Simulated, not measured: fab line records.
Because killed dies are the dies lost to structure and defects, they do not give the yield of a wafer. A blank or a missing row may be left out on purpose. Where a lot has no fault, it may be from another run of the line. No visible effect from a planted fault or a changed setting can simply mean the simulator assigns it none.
fab line records	flow n5Finfet
record: lots: 14	wafers: 42	lastDay: 18
route steps=1938 shown BEOL_M10@1515 BEOL_M11@1540
lots with no fault: from the same line, run without faults
startH: the number of hours between the record's first day and the start of the first shown wafer of the lot	waitH: hours elapsed since this lot's preceding step	" as in the row above	L1.1+2: a row that stands for several wafers	- no value, or no start was given	* or withheld: withheld	< > ~ a bound
route shown NAME@n: NAME is a module with steps in the file, n the number in the route of the first one	usual: mean and standard deviation over wafers with no fault	same: alike in all rows	chamber/n: place in a boat	sites: each site's reading	_std_site: standard deviation across them	_edge_site: outer sites' mean less inner sites'	radiusMm: for every site, how far away it sits from the centre of the wafer	mask NAME#n: copy n	behind: tool/chamber where the wafer was last shaped	hold: why the lot went on hold/how many hours it stayed there/how the hold came to an end	device: names the non-switching transistor (n, p or np)	end of line: tests run on the same wafers once the route is complete	a step given without rows: its recipe and nothing more	killed: count of dies lost to structure and defects at first sort (not the wafer's yield)	map: dies across one wafer; x = killed, . = not, _ = none there
set.NAME: the setting as run; set.NAME@STEP: as run at that earlier step	model.NAME: the simulator's own value behind a step, which no gauge read
one table for each step of the route and one row for each wafer, over a sample of lots
services: the hour from which a tool's chamber was out of use, counted from the record's first day as startH (under 0 if before that day), plus the number of hours and why
== steps ==
step: N5_BEOL_M10_OCD_MEAS_38
usual: trenchDepthNm: 148.5/2
lot.wafer	tool	chamber	startH	waitH	trenchDepthNm
L605.3	ocd-01	-	220.77	-	146.0
L605.4	"	-	"	"	146.1
L605.6	"	-	"	"	150.8
L606.1	ocd-02	-	233.86	-	152.2
L606.3	"	-	"	"	146.2
L606.5	"	-	"	"	148.9
L609.3	ocd-02	-	243.81	-	151.7
L609.5	"	-	"	"	150.2
L609.6	"	-	"	"	152.1
L608.1	ocd-02	-	244.09	-	147.9
L608.2	"	-	"	"	147.2
L608.6	"	-	"	"	146.0
L613.4	ocd-02	-	281.25	-	148.0
L613.5	"	-	"	"	147.5
L613.6	"	-	"	"	149.5
L614.3	ocd-02	-	290.62	-	145.8
L614.4	"	-	"	"	148.0
L614.6	"	-	"	"	148.6
L615.1	ocd-02	-	298.71	-	150.1
L615.4	"	-	"	"	148.6
L615.6	"	-	"	"	148.9
L610.2	ocd-02	-	304.39	-	149.1
L610.3	"	-	"	"	143.6
L610.6	"	-	"	"	148.0
L618.1	ocd-02	-	310.20	-	148.9
L618.4	"	-	"	"	148.5
L618.5	"	-	"	"	152.7
L617.1	ocd-01	-	310.53	-	145.8
L617.2	"	-	"	"	146.4
L617.3	"	-	"	"	149.5
L620.3	ocd-01	-	331.03	-	145.0
L620.4	"	-	"	"	152.2
L620.6	"	-	"	"	153.6
L622.2	ocd-01	-	343.51	-	146.1
L622.4	"	-	"	"	147.2
L622.5	"	-	"	"	147.4
L625.3	ocd-01	-	381.56	-	148.3
L625.4	"	-	"	"	146.8
L625.5	"	-	"	"	146.8
L626.2	ocd-01	-	381.73	-	149.0
L626.3	"	-	"	"	149.7
L626.5	"	-	"	"	148.0
step: N5_BEOL_M10_CURE_72
recipe: tempC: 370	timeS: 120	ambient: DMADMS/He	material: SiCOH_lowk
usual: lampPowerPct: 52.31/0.049	wafer_temp_C_max: 371.9/0.67
lot.wafer	tool	chamber	startH	waitH	lampPowerPct	wafer_temp_C_max
L605.3	uvCure-02	1	221.06	0.1	52.35	371.0
L605.4	"	1	"	"	52.31	370.4
L605.6	"	1	"	"	52.37	370.8
L606.1	uvCure-02	1	234.07	0.1	52.28	370.5
L606.3	"	1	"	"	52.31	370.7
L606.5	"	1	"	"	52.33	370.4
L609.3	uvCure-03	0	244.23	0.3	52.25	371.7
L609.5	"	0	"	"	52.28	372.3
L609.6	"	0	"	"	52.31	372.4
L608.1	uvCure-03	0	244.43	0.2	52.27	372.3
L608.2	"	0	"	"	52.17	372.3
L608.6	"	0	"	"	52.33	371.9
L613.4	uvCure-01	2	281.59	0.2	52.26	372.5
L613.5	"	2	"	"	52.25	372.7
L613.6	"	2	"	"	52.40	372.6
L614.3	uvCure-03	1	291.02	0.2	52.35	371.2
L614.4	"	1	"	"	52.39	371.6
L614.6	"	1	"	"	52.26	371.4
L615.1	uvCure-03	1	298.91	0.0	52.33	371.8
L615.4	"	1	"	"	52.29	371.5
L615.6	"	1	"	"	52.34	371.4
L610.2	uvCure-03	1	304.64	0.1	52.20	371.8
L610.3	"	1	"	"	52.29	371.5
L610.6	"	1	"	"	52.29	371.8
L618.1	uvCure-02	1	310.40	0.0	52.24	370.9
L618.4	"	1	"	"	52.22	370.4
L618.5	"	1	"	"	52.39	370.9
L617.1	uvCure-02	2	310.73	0.0	52.36	372.4
L617.2	"	2	"	"	52.31	372.2
L617.3	"	2	"	"	52.36	372.9
L620.3	uvCure-03	0	331.32	0.1	52.29	371.8
L620.4	"	0	"	"	52.34	372.5
L620.6	"	0	"	"	52.32	372.4
L622.2	uvCure-01	0	343.79	0.1	52.28	371.0
L622.4	"	0	"	"	52.29	371.2
L622.5	"	0	"	"	52.30	370.9
L625.3	uvCure-01	1	381.85	0.1	52.31	372.2
L625.4	"	1	"	"	52.31	371.9
L625.5	"	1	"	"	52.33	371.7
L626.2	uvCure-03	1	381.98	0.1	52.31	371.9
L626.3	"	1	"	"	52.35	371.0
L626.5	"	1	"	"	52.38	371.8
step: N5_BEOL_M11_HM_DEP_02
recipe: material: TiN	targetThkA: 200	tempC: 25	chamberPressurePa: 0.49996
usual: throttleValvePct: 29.9/0.99
lot.wafer	tool	chamber	startH	waitH	throttleValvePct
L605.3	pvdSputter-01	-	224.18	0.6	29.1
L605.4	"	-	"	"	30.6
L605.6	"	-	"	"	31.0
L606.1	pvdSputter-03	-	240.95	2.0	29.2
L606.3	"	-	"	"	29.7
L606.5	"	-	"	"	29.3
L608.1	pvdSputter-03	-	249.33	1.9	29.7
L608.2	"	-	"	"	29.4
L608.6	"	-	"	"	29.3
L609.3	pvdSputter-03	-	249.53	1.7	29.7
L609.5	"	-	"	"	29.4
L609.6	"	-	"	"	29.6
L613.4	pvdSputter-02	-	284.02	0.0	30.3
L613.5	"	-	"	"	31.6
L613.6	"	-	"	"	30.3
L614.3	pvdSputter-02	-	295.57	0.4	31.4
L614.4	"	-	"	"	30.4
L614.6	"	-	"	"	31.7
L615.1	pvdSputter-03	-	302.34	0.6	30.2
L615.4	"	-	"	"	29.8
L615.6	"	-	"	"	28.1
L610.2	pvdSputter-02	-	310.44	1.7	30.4
L610.3	"	-	"	"	29.3
L610.6	"	-	"	"	29.2
L618.1	pvdSputter-03	-	313.95	0.4	30.4
L618.4	"	-	"	"	29.3
L618.5	"	-	"	"	27.9
L617.1	pvdSputter-01	-	316.94	1.9	29.8
L617.2	"	-	"	"	30.8
L617.3	"	-	"	"	31.0
L620.3	pvdSputter-02	-	336.91	1.2	30.4
L620.4	"	-	"	"	30.2
L620.6	"	-	"	"	32.0
L622.2	pvdSputter-02	-	349.08	2.0	29.3
L622.4	"	-	"	"	30.9
L622.5	"	-	"	"	31.6
L625.3	pvdSputter-03	-	386.05	0.8	29.6
L625.4	"	-	"	"	28.3
L625.5	"	-	"	"	29.6
L626.2	pvdSputter-03	-	386.15	0.6	28.5
L626.3	"	-	"	"	29.4
L626.5	"	-	"	"	28.2
step: N5_BEOL_M11_COAT_05
recipe: resist: CAR-ArF	spinRpm: 1500	resistThkNm: 90
usual: spinSpeedRpm: 1500.1/1
lot.wafer	tool	chamber	startH	waitH	spinSpeedRpm
L605.3	lithoTrack-02	0	224.31	-	1499.3
L605.4	"	0	"	"	1499.0
L605.6	"	0	"	"	1501.0
L606.1	lithoTrack-02	0	241.08	-	1499.8
L606.3	"	0	"	"	1500.7
L606.5	"	0	"	"	1500.0
L608.1	lithoTrack-02	0	249.47	-	1313.8
L608.2	"	0	"	"	1315.0
L608.6	"	0	"	"	1314.8
L609.3	lithoTrack-02	0	249.67	-	1313.6
L609.5	"	0	"	"	1316.0
L609.6	"	0	"	"	1314.3
L613.4	lithoTrack-05	0	284.15	-	1500.9
L613.5	"	0	"	"	1501.8
L613.6	"	0	"	"	1500.1
L614.3	lithoTrack-03	0	295.70	-	1501.8
L614.4	"	0	"	"	1502.6
L614.6	"	0	"	"	1501.6
L615.1	lithoTrack-03	0	302.47	-	1499.7
L615.4	"	0	"	"	1499.7
L615.6	"	0	"	"	1498.9
L610.2	lithoTrack-05	0	310.57	-	1499.8
L610.3	"	0	"	"	1499.6
L610.6	"	0	"	"	1499.1
L618.1	lithoTrack-03	0	314.08	-	1498.4
L618.4	"	0	"	"	1500.0
L618.5	"	0	"	"	1499.0
L617.1	lithoTrack-03	0	317.07	-	1500.6
L617.2	"	0	"	"	1499.3
L617.3	"	0	"	"	1500.8
L620.3	lithoTrack-03	0	337.04	-	1498.7
L620.4	"	0	"	"	1498.4
L620.6	"	0	"	"	1500.8
L622.2	lithoTrack-05	0	349.21	-	1501.1
L622.4	"	0	"	"	1500.2
L622.5	"	0	"	"	1500.5
L625.3	lithoTrack-05	0	386.18	-	1500.8
L625.4	"	0	"	"	1500.1
L625.5	"	0	"	"	1500.4
L626.2	lithoTrack-05	0	386.28	-	1500.2
L626.3	"	0	"	"	1500.2
L626.5	"	0	"	"	1499.2
== services ==
tool	chamber	startH	hours	kind
lithoTrack-05	-	198.73	-	consumableReplace:filter
uvCure-01	-	238.74	3.4	pm
uvCure-02	-	271.07	1.5	repair
pvdSputter-01	-	272.12	7.8	repair
uvCure-03	-	290.46	0.3	repair
uvCure-01	-	305.86	2.8	pm
pvdSputter-01	-	353.12	1.8	repair
uvCure-01	-	357.97	2.7	repair
lithoTrack-03	-	364.35	-	consumableReplace:filter
uvCure-01	-	365.97	0.2	repair
uvCure-02	-	376.00	3.4	pm
== key ==
firstSign: step: N5_BEOL_M11_COAT_05	reading: spinSpeedRpm	direction: down	sigmas: 99+	usual: *	struck: *
effect none on later readings
metAt N5_BEOL_M11_COAT_05
struckLots L608,L609
rowsEnd L608.1,L608.2,L608.6,L609.3,L609.5,L609.6
notActingAt N5_BEOL_M10_OCD_MEAS_38,N5_BEOL_M10_CURE_72,N5_BEOL_M11_HM_DEP_02
onsetBetween 241.08 249.47
fault: kind: processParameterDrift	tool: lithoTrack-02	chamber: -	onsetH: 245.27	steps: N5_BEOL_M11_COAT_05	channel: spinRpm	offset: *	shape: step	actsIn: *	stated: *
rowsEnd: these wafers met a further fault down the route, and their rows from its step on are left out
